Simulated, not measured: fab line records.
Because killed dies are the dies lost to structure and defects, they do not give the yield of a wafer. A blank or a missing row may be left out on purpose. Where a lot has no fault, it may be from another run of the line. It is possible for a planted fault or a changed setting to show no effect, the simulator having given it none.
Split-lot study / flow n5_finfet / 7 lots, 39 wafers read, on a route of 1938 steps

== THE SPLIT ==
At N5_SD_EPI_N_DESCUM_14 (chemistry O2, time 7.9 s), the setting time_s was moved away from the recipe's 7.9 s on 12 of the 39 wafers read, by -50.6% to +32.4%. The other wafers ran this setting at the recipe's value.

No step appears in the file between the split and the reading.

== THE READING ==
CAR-ArF-block_of_SD_EPI_N_COAT_03.thk_nm (the simulator's own value, which no gauge read), in nm, at N5_SD_EPI_N_ETCH_34 (etches SiARC in CF4, target depth 45.5 nm, time 75.8 s). The file does not state a usual value for it. Average 111.2 nm, standard deviation 0.24 nm, over the 27 wafers here run with the recipe.

wafer=L080.2; tool, chamber at the split=rie_diel-05, 3,0; time_s as run, s=7.9; against the recipe=recipe; CAR-ArF-block_of_SD_EPI_N_COAT_03.thk_nm, nm=111.2; against lot-mates on the recipe=-
wafer=L080.4; tool, chamber at the split=rie_diel-05, 1; time_s as run, s=7.9; against the recipe=recipe; CAR-ArF-block_of_SD_EPI_N_COAT_03.thk_nm, nm=111.2; against lot-mates on the recipe=-
wafer=L080.3; tool, chamber at the split=rie_diel-05, 3,0; time_s as run, s=7.9; against the recipe=recipe; CAR-ArF-block_of_SD_EPI_N_COAT_03.thk_nm, nm=111; against lot-mates on the recipe=-
wafer=L086.1; tool, chamber at the split=rie_diel-03, 2,1; time_s as run, s=7.9; against the recipe=recipe; CAR-ArF-block_of_SD_EPI_N_COAT_03.thk_nm, nm=111; against lot-mates on the recipe=-
wafer=L086.2; tool, chamber at the split=rie_diel-03, 2,1; time_s as run, s=7.9; against the recipe=recipe; CAR-ArF-block_of_SD_EPI_N_COAT_03.thk_nm, nm=111; against lot-mates on the recipe=-
wafer=L086.3; tool, chamber at the split=rie_diel-03, 3; time_s as run, s=7.9; against the recipe=recipe; CAR-ArF-block_of_SD_EPI_N_COAT_03.thk_nm, nm=110.8; against lot-mates on the recipe=-
wafer=L086.4; tool, chamber at the split=rie_diel-03, 0,2; time_s as run, s=4.421; against the recipe=-44.0%; CAR-ArF-block_of_SD_EPI_N_COAT_03.thk_nm, nm=113; against lot-mates on the recipe=+2.1
wafer=L086.5; tool, chamber at the split=rie_diel-03, 0,2; time_s as run, s=4.421; against the recipe=-44.0%; CAR-ArF-block_of_SD_EPI_N_COAT_03.thk_nm, nm=113; against lot-mates on the recipe=+2.1
wafer=L086.6; tool, chamber at the split=rie_diel-03, 3; time_s as run, s=4.421; against the recipe=-44.0%; CAR-ArF-block_of_SD_EPI_N_COAT_03.thk_nm, nm=112.4; against lot-mates on the recipe=+1.5
wafer=L088.1; tool, chamber at the split=rie_diel-05, 1; time_s as run, s=7.9; against the recipe=recipe; CAR-ArF-block_of_SD_EPI_N_COAT_03.thk_nm, nm=110.8; against lot-mates on the recipe=-
wafer=L088.2; tool, chamber at the split=rie_diel-05, 2,3; time_s as run, s=10.46; against the recipe=+32.4%; CAR-ArF-block_of_SD_EPI_N_COAT_03.thk_nm, nm=109.6; against lot-mates on the recipe=-1.4
wafer=L088.3; tool, chamber at the split=rie_diel-05, 2,3; time_s as run, s=10.46; against the recipe=+32.4%; CAR-ArF-block_of_SD_EPI_N_COAT_03.thk_nm, nm=109.6; against lot-mates on the recipe=-1.4
wafer=L088.4; tool, chamber at the split=rie_diel-05, 0; time_s as run, s=10.46; against the recipe=+32.4%; CAR-ArF-block_of_SD_EPI_N_COAT_03.thk_nm, nm=109.2; against lot-mates on the recipe=-1.8
wafer=L088.5; tool, chamber at the split=rie_diel-05, 1; time_s as run, s=7.9; against the recipe=recipe; CAR-ArF-block_of_SD_EPI_N_COAT_03.thk_nm, nm=111; against lot-mates on the recipe=-
wafer=L088.6; tool, chamber at the split=rie_diel-05, 0; time_s as run, s=7.9; against the recipe=recipe; CAR-ArF-block_of_SD_EPI_N_COAT_03.thk_nm, nm=111.2; against lot-mates on the recipe=-
wafer=L090.1; tool, chamber at the split=rie_diel-05, 2,3,1; time_s as run, s=7.9; against the recipe=recipe; CAR-ArF-block_of_SD_EPI_N_COAT_03.thk_nm, nm=111.2; against lot-mates on the recipe=-
wafer=L090.3; tool, chamber at the split=rie_diel-05, 2,3,1; time_s as run, s=7.9; against the recipe=recipe; CAR-ArF-block_of_SD_EPI_N_COAT_03.thk_nm, nm=111.2; against lot-mates on the recipe=-
wafer=L090.4; tool, chamber at the split=rie_diel-05, 2,3,1; time_s as run, s=7.9; against the recipe=recipe; CAR-ArF-block_of_SD_EPI_N_COAT_03.thk_nm, nm=111.2; against lot-mates on the recipe=-
wafer=L090.2; tool, chamber at the split=rie_diel-05, 0; time_s as run, s=7.9; against the recipe=recipe; CAR-ArF-block_of_SD_EPI_N_COAT_03.thk_nm, nm=111.4; against lot-mates on the recipe=-
wafer=L090.5; tool, chamber at the split=rie_diel-05, 2,1; time_s as run, s=7.9; against the recipe=recipe; CAR-ArF-block_of_SD_EPI_N_COAT_03.thk_nm, nm=111.6; against lot-mates on the recipe=-
wafer=L090.6; tool, chamber at the split=rie_diel-05, 2,1; time_s as run, s=7.9; against the recipe=recipe; CAR-ArF-block_of_SD_EPI_N_COAT_03.thk_nm, nm=111.8; against lot-mates on the recipe=-
wafer=L091.1; tool, chamber at the split=rie_diel-03, 1,0,2; time_s as run, s=10.19; against the recipe=+29.0%; CAR-ArF-block_of_SD_EPI_N_COAT_03.thk_nm, nm=109.8; against lot-mates on the recipe=-1.3
wafer=L091.2; tool, chamber at the split=rie_diel-03, 1,0,2; time_s as run, s=10.19; against the recipe=+29.0%; CAR-ArF-block_of_SD_EPI_N_COAT_03.thk_nm, nm=110; against lot-mates on the recipe=-1.1
wafer=L091.3; tool, chamber at the split=rie_diel-03, 1,0,2; time_s as run, s=10.19; against the recipe=+29.0%; CAR-ArF-block_of_SD_EPI_N_COAT_03.thk_nm, nm=110; against lot-mates on the recipe=-1.1
wafer=L091.4; tool, chamber at the split=rie_diel-03, 3; time_s as run, s=7.9; against the recipe=recipe; CAR-ArF-block_of_SD_EPI_N_COAT_03.thk_nm, nm=111; against lot-mates on the recipe=-
wafer=L091.5; tool, chamber at the split=rie_diel-03, 3,0; time_s as run, s=7.9; against the recipe=recipe; CAR-ArF-block_of_SD_EPI_N_COAT_03.thk_nm, nm=111.2; against lot-mates on the recipe=-
wafer=L091.6; tool, chamber at the split=rie_diel-03, 3,0; time_s as run, s=7.9; against the recipe=recipe; CAR-ArF-block_of_SD_EPI_N_COAT_03.thk_nm, nm=111.2; against lot-mates on the recipe=-
wafer=L094.1; tool, chamber at the split=rie_diel-01, 2; time_s as run, s=3.902; against the recipe=-50.6%; CAR-ArF-block_of_SD_EPI_N_COAT_03.thk_nm, nm=113.8; against lot-mates on the recipe=+2.7
wafer=L094.2; tool, chamber at the split=rie_diel-01, 1; time_s as run, s=7.9; against the recipe=recipe; CAR-ArF-block_of_SD_EPI_N_COAT_03.thk_nm, nm=111.4; against lot-mates on the recipe=-
wafer=L094.3; tool, chamber at the split=rie_diel-01, 3; time_s as run, s=3.902; against the recipe=-50.6%; CAR-ArF-block_of_SD_EPI_N_COAT_03.thk_nm, nm=113.4; against lot-mates on the recipe=+2.3
wafer=L094.4; tool, chamber at the split=rie_diel-01, 0; time_s as run, s=3.902; against the recipe=-50.6%; CAR-ArF-block_of_SD_EPI_N_COAT_03.thk_nm, nm=113.6; against lot-mates on the recipe=+2.5
wafer=L094.5; tool, chamber at the split=rie_diel-01, 0; time_s as run, s=7.9; against the recipe=recipe; CAR-ArF-block_of_SD_EPI_N_COAT_03.thk_nm, nm=111.2; against lot-mates on the recipe=-
wafer=L094.6; tool, chamber at the split=rie_diel-01, 3; time_s as run, s=7.9; against the recipe=recipe; CAR-ArF-block_of_SD_EPI_N_COAT_03.thk_nm, nm=110.8; against lot-mates on the recipe=-
wafer=L097.1; tool, chamber at the split=rie_diel-03, 0; time_s as run, s=7.9; against the recipe=recipe; CAR-ArF-block_of_SD_EPI_N_COAT_03.thk_nm, nm=111.6; against lot-mates on the recipe=-
wafer=L097.2; tool, chamber at the split=rie_diel-03, 2,3; time_s as run, s=7.9; against the recipe=recipe; CAR-ArF-block_of_SD_EPI_N_COAT_03.thk_nm, nm=111.2; against lot-mates on the recipe=-
wafer=L097.5; tool, chamber at the split=rie_diel-03, 0; time_s as run, s=7.9; against the recipe=recipe; CAR-ArF-block_of_SD_EPI_N_COAT_03.thk_nm, nm=111.2; against lot-mates on the recipe=-
wafer=L097.3; tool, chamber at the split=rie_diel-03, 1; time_s as run, s=7.9; against the recipe=recipe; CAR-ArF-block_of_SD_EPI_N_COAT_03.thk_nm, nm=111; against lot-mates on the recipe=-
wafer=L097.4; tool, chamber at the split=rie_diel-03, 3; time_s as run, s=7.9; against the recipe=recipe; CAR-ArF-block_of_SD_EPI_N_COAT_03.thk_nm, nm=111.4; against lot-mates on the recipe=-
wafer=L097.6; tool, chamber at the split=rie_diel-03, 2,3; time_s as run, s=7.9; against the recipe=recipe; CAR-ArF-block_of_SD_EPI_N_COAT_03.thk_nm, nm=111.4; against lot-mates on the recipe=-
The file does not say which wafer passed through which chamber wherever a row lists several chambers: such a row stands for several wafers.

THE FIT
A straight line over all 39 wafers: CAR-ArF-block_of_SD_EPI_N_COAT_03.thk_nm changes by -0.0448 nm for each +1% of time_s; r = -0.97; the points scatter about the line by 0.27 nm.
The same after taking each lot's own level away (the mean of its wafers on the recipe; 39 wafers): -0.0456 nm for each +1%; r = -0.98; scatter 0.2 nm.
The reading moves by 2.3 nm for the largest change in time_s, on that fit.
From 110.93 to 111.40 nm: that is the span of the lots' own levels, equal to 1.9 times the standard deviation above.
The two slopes are in agreement: the lot-to-lot level therefore moves the slope only a little.
Check: for one of the wafers moved furthest among these (-50.6%), held out of the fit, the line's prediction against its lot-mates is +2.25 nm. It came out at +2.67 nm against them.

== THESE WAFERS: OTHER SPLITS ==
Note: prior to the reading, these wafers also went through further splits. Each is held against what the fit with the lots' levels taken away leaves over:
other split on the same wafers=N5_FIN_SAQP_SPACER1_ALD_24 ald_cycles; wafers away from the commonest value=15; r with CAR-ArF-block_of_SD_EPI_N_COAT_03.thk_nm (lot level and that fit taken away)=+0.40

== THE WHOLE CHAIN: every reading that the file lists as answering this split, in the file's order ==
step=N5_SD_EPI_N_DESCUM_14; what it does=chemistry O2, time 7.9 s; reading=CAR-ArF-block_of_SD_EPI_N_COAT_03.thk_nm (the simulator's own value, which no gauge read); change (the file's fit)=-0.0449 nm for each +1% of the setting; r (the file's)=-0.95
step=N5_SD_EPI_N_ETCH_34; what it does=etches SiARC in CF4, target depth 45.5 nm, time 75.8 s; reading=CAR-ArF-block_of_SD_EPI_N_COAT_03.thk_nm (the simulator's own value, which no gauge read); change (the file's fit)=-0.0456 nm for each +1% of the setting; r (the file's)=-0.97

== THE FILE'S OWN FIT ==
CAR-ArF-block_of_SD_EPI_N_COAT_03.thk_nm changes by -0.0456 nm for each +1% of time_s, r = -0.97.
